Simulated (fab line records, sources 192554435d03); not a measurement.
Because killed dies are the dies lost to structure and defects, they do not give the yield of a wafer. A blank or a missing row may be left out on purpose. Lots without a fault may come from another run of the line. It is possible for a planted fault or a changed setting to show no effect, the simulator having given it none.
fab line records | flow n5_finfet
record: lots: 7 wafers: 21
route steps=1938 shown BEOL_M0_SAQP@698 BEOL_M0_CUTY@701 BEOL_M0@715 BEOL_M1@758 BEOL_M2@847 BEOL_M3@969
start_h: the number of hours between the record's first day and the start of the first shown wafer of the lot | wait_h: hours since the lot's step before | " repeats the value in the row above | L1.1+2: a row that stands for several wafers | - either no value or no given start | * or withheld: withheld | < > ~ a bound
route shown NAME@n: names a module that has steps shown in the file, with the first one's number in the route | usual: mean/standard deviation taken from wafers without a fault | same: alike in all rows | chamber/n: place in a boat | sites: the reading at each site | _std_site: standard deviation of those values | _edge_site: mean of outer sites minus mean of inner sites | radius_mm: for every site, how far away it sits from the centre of the wafer | mask NAME#n: copy n | behind: the last tool/chamber to shape the wafer | hold: why the lot went on hold/how many hours it stayed there/how the hold came to an end | device: whichever transistor did not switch (one of n, p or np) | end of line: tests run on the same wafers once the route is complete | for a step that has no rows: nothing shown but its recipe | killed: dies that structure and defects cost at the first sort, which is not the same as the wafer's yield | map: per-die view of a wafer (x killed, . not killed, _ where there is no die)
set.NAME: the setting as run; set.NAME@STEP: as run at that earlier step | model.NAME: the simulator's own value behind a step, which no gauge read
lots where settings were altered on purpose, with a table for each step and a row for each wafer
== steps ==
step: N5_BEOL_M0_SAQP_ALD_48
recipe: material: SiO2 target_thk_a: 200 temp_c: 100 ald_precursor_family: BDEAS ald_co_reactant: O2-plasma pulse_time_s: 1 co_reactant_pulse_time_s: 1 purge_time_s: 2 co_reactant_purge_time_s: 2 ald_cycles: 139 pressure_torr: 2
columns lot.wafer tool chamber start_h wait_h set.ald_cycles model.SiO2_of_BEOL_M0_SAQP_ALD_48.thk_nm
L077.2 ald_sin-01 3 133.55 0.0 145 20.8
L077.4+6 " 0 " " 139 20
L078.1 ald_sin-02 2 140.38 0.9 139 20
L078.5+6 " 3,2 " " 128 18.4
L079.4+6 ald_sin-01 0,3 144.38 0.1 139 20
L079.5 " 0 " " 139 19.8
L082.1 ald_sin-04 0 159.90 0.0 139 20
L082.4+6 " 3 " " 127 18.2
L084.3+5 ald_sin-01 2 167.21 0.0 118 16.8
L084.4 " 3 " " 139 19.8
L086.2+4 ald_sin-04 2,3 189.88 1.6 127 18.2
L086.3 " 0 " " 139 20
L089.1+5 ald_sin-01 0,3 203.10 0.0 139 20
L089.3 " 1 " " 145 21
step: N5_BEOL_M0_SAQP_ETCH_49
recipe: chemistry: CF4/O2 target_depth_a: 370 target: SiO2 pressure_mtorr: 40 source_w: 535 bias_w: 49 Ar_flow_sccm: 100 cf4_flow_sccm: 100 O2_flow_sccm: 10 ion_energy_ev: 100
step: N5_BEOL_M0_SAQP_STRIP_75
recipe: chemistry: CF4 resist: SiARC power_w: 300 bias_power_w: 75 pressure_mtorr: 50 cf4_flow_sccm: 150 rf_frequency_hz: 6e+07
columns lot.wafer tool chamber start_h wait_h set.ald_cycles@BEOL_M0_SAQP_ALD_48 model.SiO2_of_BEOL_M0_SAQP_ALD_48.thk_nm
L077.2 rie_diel-01 0 134.24 0.1 145 15.4
L077.4 " 3 " " 139 14.8
L077.6 " 2 " " 139 14.2
L078.1 rie_diel-06 1 141.00 0.1 139 14.8
L078.5 " 1 " " 128 13.6
L078.6 " 0 " " 128 13
L079.4 rie_diel-06 1 145.08 0.1 139 15
L079.5 " 1 " " 139 14.6
L079.6 " 0 " " 139 14
L082.1 rie_diel-05 2 160.69 0.1 139 14
L082.4 " 1 " " 127 12.8
L082.6 " 2 " " 127 12.6
L084.3+5 rie_diel-05 2,3 167.91 0.1 118 11.2
L084.4 " 1 " " 139 13.8
L086.2 rie_diel-01 3 190.51 0.1 127 13.2
L086.3 " 1 " " 139 14.8
L086.4 " 2 " " 127 12.8
L089.1 rie_diel-05 2 203.74 0.1 139 14.2
L089.3 " 0 " " 145 15.2
L089.5 " 3 " " 139 13.4
step: N5_BEOL_M0_CUTY_COAT_50
recipe: resist: SiARC temp_c: 220 time_s: 60 spin_rpm: 1500 resist_thk_nm: 15
step: N5_BEOL_M0_CUTY_COAT_51
recipe: resist: CAR-ArF-block spin_rpm: 1500 resist_thk_nm: 150
step: N5_BEOL_M0_CUTY_DESCUM_61
recipe: chemistry: O2 time_s: 7.9 source_power_w: 50 bias_power_w: 20 pressure_mtorr: 20 rf_frequency_hz: 2.712e+07 temp_c: 40 resist: CAR-ArF-block o2_flow_sccm: 225
step: N5_BEOL_M0_CUTY_ETCH_62
recipe: chemistry: CF4 target: SiARC mask_material: CAR-ArF-block time_s: 58.5 ion_energy_ev: 80 pressure_mtorr: 40 source_w: 545 bias_w: 36 Ar_flow_sccm: 100 cf4_flow_sccm: 100 ends: cleared
columns lot.wafer tool chamber start_h wait_h set.ald_cycles@BEOL_M0_SAQP_ALD_48 model.SiO2_of_BEOL_M0_SAQP_ALD_48.thk_nm
L077.2 rie_diel-04 3 134.77 0.0 145 13.8
L077.4 " 0 " " 139 13.4
L077.6 " 1 " " 139 12.8
L078.1 rie_diel-02 0 141.39 0.0 139 13.4
L078.5 " 1 " " 128 12.4
L078.6 " 0 " " 128 11.6
L079.4 rie_diel-04 1 145.61 0.0 139 13.4
L079.5 " 2 " " 139 13.2
L079.6 " 3 " " 139 12.6
L082.1 rie_diel-02 0 161.22 0.0 139 12.6
L082.4 " 2 " " 127 11.6
L082.6 " 1 " " 127 11.4
L084.3 rie_diel-03 1 168.66 0.0 118 10.2
L084.4 " 0 " " 139 12.6
L084.5 " 0 " " 118 10
L086.2 rie_diel-03 1 191.08 0.0 127 12
L086.3 " 0 " " 139 13.4
L086.4 " 3 " " 127 11.6
L089.1 rie_diel-04 1 204.25 0.0 139 12.8
L089.3 " 3 " " 145 13.6
L089.5 " 2 " " 139 12.2
step: N5_BEOL_M0_CUTY_ETCH_63
recipe: chemistry: N2/H2 target: SOC target_depth_a: 827 overetch_a: 165 mask_material: SiARC temp_c: 40 ion_energy_ev: 200 time_s: 124 pressure_mtorr: 30 source_w: 840 bias_w: 150 n2_flow_sccm: 200 h2_flow_sccm: 200
columns lot.wafer tool chamber start_h wait_h set.ald_cycles@BEOL_M0_SAQP_ALD_48 model.SiO2_of_BEOL_M0_SAQP_ALD_48.thk_nm
L077.2 rie_diel-04 3 134.81 0.0 145 13
L077.4 " 0 " " 139 12.6
L077.6 " 1 " " 139 12
L078.1 rie_diel-02 0 141.44 0.0 139 12.6
L078.5 " 1 " " 128 11.6
L078.6 " 0 " " 128 11
L079.4 rie_diel-04 1 145.69 0.1 139 12.6
L079.5 " 2 " " 139 12.4
L079.6 " 3 " " 139 12
L082.1 rie_diel-02 0 161.27 0.0 139 11.8
L082.4 " 2 " " 127 11
L082.6 " 1 " " 127 10.6
L084.3 rie_diel-03 1 168.70 0.0 118 9.6
L084.4 " 0 " " 139 11.8
L084.5 " 0 " " 118 9.4
L086.2 rie_diel-03 1 191.12 0.0 127 11.2
L086.3 " 0 " " 139 12.6
L086.4 " 3 " " 127 10.8
L089.1 rie_diel-04 1 204.30 0.0 139 12
L089.3 " 3 " " 145 12.8
L089.5 " 2 " " 139 11.4
step: N5_BEOL_M0_CUTY_STRIP_64
recipe: chemistry: N2/H2 temp_c: 40 n2_flow_sccm: 200 h2_flow_sccm: 200 rf_frequency_hz: 6e+07
step: N5_BEOL_M0_ETCH_138
recipe: chemistry: CH3F/O2 target_depth_a: 120 target: SiCN time_s: 31.6 ion_energy_ev: 120 pressure_mtorr: 30 source_w: 395 bias_w: 75 Ar_flow_sccm: 150 CH3F_flow_sccm: 30 O2_flow_sccm: 20 ends: cleared
columns lot.wafer tool chamber start_h wait_h set.ald_cycles@BEOL_M0_SAQP_ALD_48 model.SiO2_of_BEOL_M0_SAQP_ALD_48.thk_nm
L077.2 rie_diel-04 3 134.94 0.0 145 12.6
L077.4 " 0 " " 139 12.2
L077.6 " 1 " " 139 11.8
L078.1 rie_diel-02 0 141.56 0.0 139 12.2
L078.5 " 1 " " 128 11.4
L078.6 " 0 " " 128 10.6
L079.4 rie_diel-04 1 145.80 0.0 139 12.4
L079.5 " 2 " " 139 12
L079.6 " 3 " " 139 11.6
L082.1 rie_diel-02 0 161.39 0.0 139 11.6
L082.4 " 2 " " 127 10.6
L082.6 " 1 " " 127 10.4
L084.3 rie_diel-03 1 168.82 0.0 118 9.4
L084.4 " 0 " " 139 11.4
L084.5 " 0 " " 118 9.2
L086.2 rie_diel-03 1 191.25 0.0 127 11
L086.3 " 0 " " 139 12.4
L086.4 " 3 " " 127 10.6
L089.1 rie_diel-04 1 204.42 0.0 139 11.6
L089.3 " 3 " " 145 12.6
L089.5 " 2 " " 139 11.2
step: N5_BEOL_M0_HM_OPEN_105
recipe: chemistry: Cl2/BCl3 target_depth_a: 120 target: TiN ion_energy_ev: 150 pressure_mtorr: 10 icp_w: 1000 bias_w: 126 Cl2_flow_sccm: 53.25 bcl3_flow_sccm: 21.75 Ar_flow_sccm: 25
step: N5_BEOL_M0_STRIP_140
recipe: chemistry: CF4 resist: SiARC power_w: 300 bias_power_w: 75 pressure_mtorr: 50 cf4_flow_sccm: 150 rf_frequency_hz: 6e+07
columns lot.wafer tool chamber start_h wait_h set.ald_cycles@BEOL_M0_SAQP_ALD_48 model.SiO2_of_BEOL_M0_SAQP_ALD_48.thk_nm
L077.2 rie_diel-04 1 137.42 0.1 145 12
L077.4 " 0 " " 139 11.6
L077.6 " 0 " " 139 11.2
L078.1 rie_diel-02 0 143.11 0.3 139 11.6
L078.5 " 0 " " 128 10.8
L078.6 " 2 " " 128 10.2
L079.4 rie_diel-04 1 146.47 0.1 139 11.8
L079.5 " 3 " " 139 11.4
L079.6 " 2 " " 139 11
L082.1 rie_diel-02 1 164.27 0.2 139 11
L082.4 " 2 " " 127 10
L082.6 " 1 " " 127 9.8
L084.3+5 rie_diel-02 1,0 169.54 0.1 118 8.8
L084.4 " 2 " " 139 10.8
L086.2 rie_diel-02 2 191.58 0.1 127 10.4
L086.3 " 0 " " 139 11.8
L086.4 " 1 " " 127 10
L089.1 rie_diel-02 0 208.16 0.2 139 11
L089.3 " 1 " " 145 11.8
L089.5 " 0 " " 139 10.6
step: N5_BEOL_M1_COAT_05
recipe: resist: CAR-EUV spin_rpm: 1500 resist_thk_nm: 30
columns lot.wafer tool chamber start_h wait_h set.spin_rpm model.CAR-EUV_of_BEOL_M1_COAT_05.thk_nm
L077.2 litho_track-05 0 - - 1606 29
L077.4+6 " 0 " " 1606 29.2
L078.1+5+6 litho_track-05 0 - - 1500 30.2
L079.4+5+6 litho_track-01 0 - - 1500 30
L082.1+4 litho_track-03 0 - - 1500 30.2
L082.6 " 0 " " 1440 30.8
L084.3 litho_track-03 0 - - 1500 29.8
L084.4+5 " 0 " " 1349 31.6
L086.2+3 litho_track-05 0 - - 1652 28.6
L086.4 " 0 " " 1500 30
L089.1 litho_track-01 0 - - 1500 29.8
L089.3+5 " 0 " " 1500 30
step: N5_BEOL_M1_EBR_07
recipe: solvent: PGMEA ebr_width_mm: 1.5
step: N5_BEOL_M1_SOFTBAKE_06
recipe: temp_c: 110 time_s: 60 resist: CAR-EUV
step: N5_BEOL_M1_EXPOSE_08
recipe: mask_id: M1 na: 0.33 source_shape: dipole sigma_inner: 0.369 sigma_outer: 0.767 polarization: unpolarized dose_mj: 33
step: N5_BEOL_M1_PEB_09
recipe: peb_temp_c: 100 peb_time_s: 60 resist: CAR-EUV
step: N5_BEOL_M1_DEVELOP_10
recipe: develop_time_s: 30 developer: TMAH resist: CAR-EUV rinse_liquid: surfactant_rinse dry: air_spin dev_temp_c: 23
columns lot.wafer tool chamber start_h wait_h set.spin_rpm@BEOL_M1_COAT_05 model.CAR-EUV_of_BEOL_M1_COAT_05.thk_nm
L077.2+4 litho_track-05 0 - - 1606 28.6
L077.6 " 0 " " 1606 28.8
L078.1+5 litho_track-03 0 - - 1500 29.6
L078.6 " 0 " " 1500 29.8
L079.4+5+6 litho_track-01 0 - - 1500 29.6
L082.1+4 litho_track-03 0 - - 1500 29.6
L082.6 " 0 " " 1440 30.2
L084.3 litho_track-05 0 - - 1500 29.4
L084.4 " 0 " " 1349 31.2
L084.5 " 0 " " 1349 31
L086.2+3 litho_track-01 0 - - 1652 28.2
L086.4 " 0 " " 1500 29.6
L089.1 litho_track-01 0 - - 1500 29.4
L089.3+5 " 0 " " 1500 29.6
step: N5_BEOL_M1_ETCH_64
recipe: chemistry: N2/H2 target: SOC target_depth_a: 750 overetch_a: 150 mask_material: SiARC temp_c: 40 time_s: 112.5 ion_energy_ev: 200 pressure_mtorr: 30 source_w: 840 bias_w: 150 n2_flow_sccm: 200 h2_flow_sccm: 200
usual: rf_vpp_V: 523.1/2.2
columns lot.wafer tool chamber start_h wait_h set.source_w rf_vpp_V
L077.2 rie_diel-05 2 143.86 0.0 840 523.7
L077.4 " 1 " " 840 524.9
L077.6 " 3 " " 840 523.6
L078.1 rie_diel-06 2 147.71 0.0 697.7 559.4
L078.5 " 0 " " 697.7 561.0
L078.6 " 3 " " 697.7 552.2
L079.4 rie_diel-06 1 152.85 0.0 840 523.7
L079.5 " 2 " " 840 525.6
L079.6 " 3 " " 840 520.7
L082.1 rie_diel-05 2 170.64 0.0 840 522.5
L082.4 " 3 " " 840 524.3
L082.6 " 3 " " 940.4 503.7
L084.3 rie_diel-01 2 174.27 0.0 840 520.9
L084.4 " 1 " " 840 521.2
L084.5 " 2 " " 840 521.0
L086.2 rie_diel-01 1 198.97 0.0 929.4 502.2
L086.3 " 3 " " 929.4 504.9
L086.4 " 0 " " 840 525.4
L089.1 rie_diel-01 2 213.62 0.0 840 523.7
L089.3 " 3 " " 840 523.6
L089.5 " 0 " " 840 523.4
step: N5_BEOL_M1_DEP_57
recipe: material: SiCN target_thk_a: 80 temp_c: withheld precursor: 3MS/NH3 pressure_torr: 3 rf_w: 202 time_s: 14
columns lot.wafer tool chamber start_h wait_h set.time_s model.SiCN_of_BEOL_M1_DEP_57.thk_nm
L077.2 pecvd-01 2 152.55 0.0 14 8
L077.4+6 " 0,2 " " 14 8.2
L078.1 pecvd-04 1 155.27 0.0 12.48 7
L078.5 " 2 " " 14 8.2
L078.6 " 0 " " 12.48 7.2
L079.4 pecvd-04 0 173.48 0.0 14 7.8
L079.5+6 " 0,2 " " 14 8
L082.1 pecvd-02 1 183.00 0.0 16.07 9
L082.4 " 1 " " 16.07 9.4
L082.6 " 1 " " 14 8.2
L084.3 pecvd-04 1 183.34 0.0 14 8
L084.4 " 0 " " 14 7.8
L084.5 " 1 " " 14 8.2
L086.2 pecvd-04 0 209.06 0.0 12.72 7.2
L086.3+4 " 1 " " 14 8.2
L089.1+5 pecvd-01 0,2 226.29 0.0 15.57 9
L089.3 " 0 " " 14 8.2
step: N5_BEOL_M2_COAT_73
recipe: resist: underlayer temp_c: 205 time_s: 60 spin_rpm: 1500 resist_thk_nm: 5
columns lot.wafer tool chamber start_h wait_h set.spin_rpm
L077.2+6 litho_track-02 0 - - 1500
L077.4 " 0 " " 1359
L078.1+6 litho_track-02 0 - - 1500
L078.5 " 0 " " 1371
L079.4+5+6 litho_track-01 0 - - 1500
L082.1+4+6 litho_track-01 0 - - 1596
L084.3+5 litho_track-04 0 - - 1345
L084.4 " 0 " " 1500
L086.2 litho_track-01 0 - - 1369
L086.3+4 " 0 " " 1500
L089.1+3+5 litho_track-04 0 - - 1500
step: N5_BEOL_M2_COAT_05
recipe: resist: CAR-EUV spin_rpm: 1500 resist_thk_nm: 30
step: N5_BEOL_M2_EBR_07
recipe: solvent: PGMEA ebr_width_mm: 1.5
step: N5_BEOL_M2_DESCUM_16
recipe: chemistry: O2 time_s: 7 source_power_w: 50 bias_power_w: 20 pressure_mtorr: 20 rf_frequency_hz: 2.712e+07 temp_c: 40 resist: CAR-EUV o2_flow_sccm: 225
step: N5_BEOL_M2_ETCH_74
recipe: chemistry: N2/H2 target: underlayer target_depth_a: 65 mask_material: CAR-EUV time_s: 5.2 ion_energy_ev: 200 pressure_mtorr: 30 source_w: 840 bias_w: 150 n2_flow_sccm: 200 h2_flow_sccm: 200 ends: cleared
columns lot.wafer tool chamber start_h wait_h set.spin_rpm@BEOL_M2_COAT_73 model.etch.depth_nm
L077.2 rie_diel-03 1 155.24 0.0 1500 4.989
L077.4 " 3 " " 1359 5.235
L077.6 " 1 " " 1500 4.984
L078.1 rie_diel-04 2 156.72 0.0 1500 4.997
L078.5 " 2 " " 1371 5.224
L078.6 " 1 " " 1500 4.991
L079.4 rie_diel-03 2 178.78 0.0 1500 5.027
L079.5 " 1 " " 1500 5.005
L079.6 " 2 " " 1500 5.016
L082.1 rie_diel-03 0 184.16 0.0 1596 4.855
L082.4 " 2 " " 1596 4.864
L082.6 " 0 " " 1596 4.874
L084.3 rie_diel-03 1 186.32 0.0 1345 5.287
L084.4 " 3 " " 1500 5.018
L084.5 " 0 " " 1345 5.281
L086.2 rie_diel-02 0 211.79 0.0 1369 5.219
L086.3 " 1 " " 1500 5.012
L086.4 " 3 " " 1500 4.996
L089.1 rie_diel-04 1 227.71 0.0 1500 4.967
L089.3 " 2 " " 1500 4.979
L089.5 " 3 " " 1500 4.983
step: N5_BEOL_M2_VIA_ETCH_34
recipe: chemistry: C4F6/O2 target_depth_a: 694 mask_material: SOC pressure_mtorr: 15 ion_energy_ev: 250 taper_deg: 4 time_s: 65.9 source_w: 350 bias_w: 170 Ar_flow_sccm: 300 C4F6_flow_sccm: 10 O2_flow_sccm: 10
usual: rf_vpp_V: 667/12
columns lot.wafer tool chamber start_h wait_h set.source_w rf_vpp_V model.etch.depth_nm
L077.2 rie_diel-03 3 159.77 0.0 384.5 649 70.1
L077.4 " 2 " " 350 646 69.78
L077.6 " 0 " " 384.5 644 70.25
L078.1 rie_diel-03 1 164.30 0.0 350 652 67.95
L078.5 " 3 " " 301.1 731 64.55
L078.6 " 0 " " 301.1 722 64.41
L079.4 rie_diel-03 3 182.30 0.0 350 678 69.21
L079.5 " 3 " " 350 678 68.92
L079.6 " 0 " " 350 672 68.77
L082.1 rie_diel-02 0 191.78 0.0 380.6 638 72.41
L082.4 " 2 " " 350 667 67.9
L082.6 " 2 " " 350 665 67.49
L084.3 rie_diel-02 2 193.97 0.0 350 668 67.88
L084.4 " 3 " " 318.6 716 66.57
L084.5 " 3 " " 318.6 715 67.4
L086.2 rie_diel-03 3 214.36 0.0 350 678 67.99
L086.3 " 2 " " 371.2 627 73.22
L086.4 " 0 " " 350 671 68.43
L089.1 rie_diel-04 2 233.87 0.0 403 635 72.9
L089.3 " 0 " " 403 622 74.05
L089.5 " 1 " " 350 653 68.9
step: N5_BEOL_M2_TRENCH_ETCH_37
recipe: chemistry: C4F6/O2 target_depth_a: 555.55 target: SiOC time_s: 29.2 ion_energy_ev: 250 pressure_mtorr: 30 source_w: 355 bias_w: 185 Ar_flow_sccm: 300 C4F6_flow_sccm: 10 O2_flow_sccm: 10
columns lot.wafer tool chamber start_h wait_h set.source_w model.etch.depth_nm
L077.2 rie_diel-03 3 - - 296.5 50.13
L077.4 " 2 " " 355 55.81
L077.6 " 0 " " 355 54.14
L078.1 rie_diel-03 1 - - 306.3 51.15
L078.5+6 " 3,0 " " 355 54.62
L079.4 rie_diel-03 3 - - 355 55.03
L079.5 " 3 " " 355 55.16
L079.6 " 0 " " 355 55
L082.1 rie_diel-02 0 - - 355 56.31
L082.4 " 2 " " 412.9 57.85
L082.6 " 2 " " 355 54.05
L084.3 rie_diel-02 2 - - 355 53.86
L084.4 " 3 " " 355 55.37
L084.5 " 3 " " 383.2 57.25
L086.2 rie_diel-03 3 - - 355 54.43
L086.3 " 2 " " 355 56.92
L086.4 " 0 " " 355 55.11
L089.1 rie_diel-04 2 - - 355 55.22
L089.3 " 0 " " 326.1 54.8
L089.5 " 1 " " 326.1 53.31
step: N5_BEOL_M3_DESCUM_33
recipe: chemistry: O2 time_s: 7 source_power_w: 50 bias_power_w: 20 pressure_mtorr: 20 rf_frequency_hz: 2.712e+07 temp_c: 40 resist: CAR-EUV o2_flow_sccm: 225
columns lot.wafer tool chamber start_h wait_h set.time_s model.CAR-EUV_of_BEOL_M3_COAT_22.thk_nm
L077.2 rie_diel-01 2 166.32 0.0 7 26.2
L077.4+6 " 0,3 " " 8.107 25.6
L078.1+6 rie_diel-01 0 170.73 0.0 7 26.2
L078.5 " 3 " " 7.444 26
L079.4+5+6 rie_diel-06 3,0,3 189.03 0.0 7 26.2
L082.1+6 rie_diel-01 1,3 200.15 0.0 7 26.2
L082.4 " 3 " " 5.552 27
L084.3 rie_diel-06 2 201.41 0.0 7 26.2
L084.4+5 " 0 " " 8.484 25.4
L086.2 rie_diel-01 1 221.70 0.0 5.442 26.8
L086.3+4 " 2,3 " " 7 26
L089.1 rie_diel-05 0 240.09 0.0 7 26
L089.3+5 " 3,2 " " 5.949 26.6
step: N5_BEOL_M3_TRENCH_ETCH_37
recipe: chemistry: C4F6/O2 target_depth_a: 555.55 target: SiOC time_s: 29.2 ion_energy_ev: 250 pressure_mtorr: 30 source_w: 355 bias_w: 185 Ar_flow_sccm: 300 C4F6_flow_sccm: 10 O2_flow_sccm: 10
usual: rf_vpp_V: 658/11
columns lot.wafer tool chamber start_h wait_h set.bias_w rf_vpp_V model.BEOL_M3.feature_depth_nm model.etch.depth_nm
L077.2 rie_diel-01 1 - - 185 655 55.4 55.33
L077.4 " 3 " " 211.9 741 57 56.96
L077.6 " 1 " " 185 659 54.8 54.87
L078.1 rie_diel-05 3 - - 185 666 56 56.02
L078.5 " 0 " " 212.5 718 59.6 59.53
L078.6 " 1 " " 212.5 758 57.8 57.79
L079.4 rie_diel-06 0 - - 185 662 55.6 55.57
L079.5 " 0 " " 185 660 55.6 55.66
L079.6 " 3 " " 185 652 54.8 54.89
L082.1 rie_diel-01 3 - - 206.6 727 56.8 56.88
L082.4 " 0 " " 206.6 703 56.8 56.82
L082.6 " 0 " " 206.6 704 56.6 56.65
L084.3 rie_diel-06 2 - - 205.5 723 56 55.94
L084.4 " 1 " " 205.5 711 55.8 55.72
L084.5 " 2 " " 185 666 54.4 54.44
L086.2 rie_diel-01 3 - - 155.8 581 52.4 52.49
L086.3 " 2 " " 185 652 57.2 57.16
L086.4 " 0 " " 155.8 562 52.6 52.55
L089.1 rie_diel-06 2 - - 185 666 54.8 54.77
L089.3 " 1 " " 185 653 54.6 54.52
L089.5 " 2 " " 185 665 54.4 54.38
== key ==
split: step: N5_BEOL_M0_SAQP_ALD_48 setting: ald_cycles stated: 139 by: wafer
response: step: N5_BEOL_M0_SAQP_ALD_48 reading: model.SiO2_of_BEOL_M0_SAQP_ALD_48.thk_nm change: +0.203 per: 1% r: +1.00
response: step: N5_BEOL_M0_SAQP_STRIP_75 reading: model.SiO2_of_BEOL_M0_SAQP_ALD_48.thk_nm change: +0.184 per: 1% r: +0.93
response: step: N5_BEOL_M0_CUTY_ETCH_62 reading: model.SiO2_of_BEOL_M0_SAQP_ALD_48.thk_nm change: +0.167 per: 1% r: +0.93
response: step: N5_BEOL_M0_CUTY_ETCH_63 reading: model.SiO2_of_BEOL_M0_SAQP_ALD_48.thk_nm change: +0.158 per: 1% r: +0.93
response: step: N5_BEOL_M0_ETCH_138 reading: model.SiO2_of_BEOL_M0_SAQP_ALD_48.thk_nm change: +0.152 per: 1% r: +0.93
response: step: N5_BEOL_M0_STRIP_140 reading: model.SiO2_of_BEOL_M0_SAQP_ALD_48.thk_nm change: +0.145 per: 1% r: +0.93
split: step: N5_BEOL_M1_COAT_05 setting: spin_rpm stated: 1500 by: wafer
response: step: N5_BEOL_M1_COAT_05 reading: model.CAR-EUV_of_BEOL_M1_COAT_05.thk_nm change: -0.158 per: 1% r: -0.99
response: step: N5_BEOL_M1_DEVELOP_10 reading: model.CAR-EUV_of_BEOL_M1_COAT_05.thk_nm change: -0.153 per: 1% r: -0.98
split: step: N5_BEOL_M1_ETCH_64 setting: source_w stated: 840 by: wafer
response: step: N5_BEOL_M1_ETCH_64 reading: rf_vpp_V change: -1.83 per: 1% r: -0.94
split: step: N5_BEOL_M1_DEP_57 setting: time_s stated: 14 by: wafer
response: step: N5_BEOL_M1_DEP_57 reading: model.SiCN_of_BEOL_M1_DEP_57.thk_nm change: +0.0822 per: 1% r: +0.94
split: step: N5_BEOL_M2_COAT_73 setting: spin_rpm stated: 1500 by: wafer
response: step: N5_BEOL_M2_ETCH_74 reading: model.etch.depth_nm change: -0.0259 per: 1% r: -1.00
split: step: N5_BEOL_M2_VIA_ETCH_34 setting: source_w stated: 350 by: wafer
response: step: N5_BEOL_M2_VIA_ETCH_34 reading: rf_vpp_V shape: bent at_lowest: 727 at_stated: 666 at_highest: 629
response: step: N5_BEOL_M2_VIA_ETCH_34 reading: model.etch.depth_nm shape: bent at_lowest: 64.48 at_stated: 68.47 at_highest: 73.48
split: step: N5_BEOL_M2_TRENCH_ETCH_37 setting: source_w stated: 355 by: wafer
response: step: N5_BEOL_M2_TRENCH_ETCH_37 reading: model.etch.depth_nm change: +0.236 per: 1% r: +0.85
split: step: N5_BEOL_M3_DESCUM_33 setting: time_s stated: 7 by: wafer
response: step: N5_BEOL_M3_DESCUM_33 reading: model.CAR-EUV_of_BEOL_M3_COAT_22.thk_nm change: -0.0376 per: 1% r: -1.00
split: step: N5_BEOL_M3_TRENCH_ETCH_37 setting: bias_w stated: 185 by: wafer
response: step: N5_BEOL_M3_TRENCH_ETCH_37 reading: rf_vpp_V change: +5.11 per: 1% r: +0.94
response: step: N5_BEOL_M3_TRENCH_ETCH_37 reading: model.BEOL_M3.feature_depth_nm change: +0.197 per: 1% r: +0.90
response: step: N5_BEOL_M3_TRENCH_ETCH_37 reading: model.etch.depth_nm change: +0.193 per: 1% r: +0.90
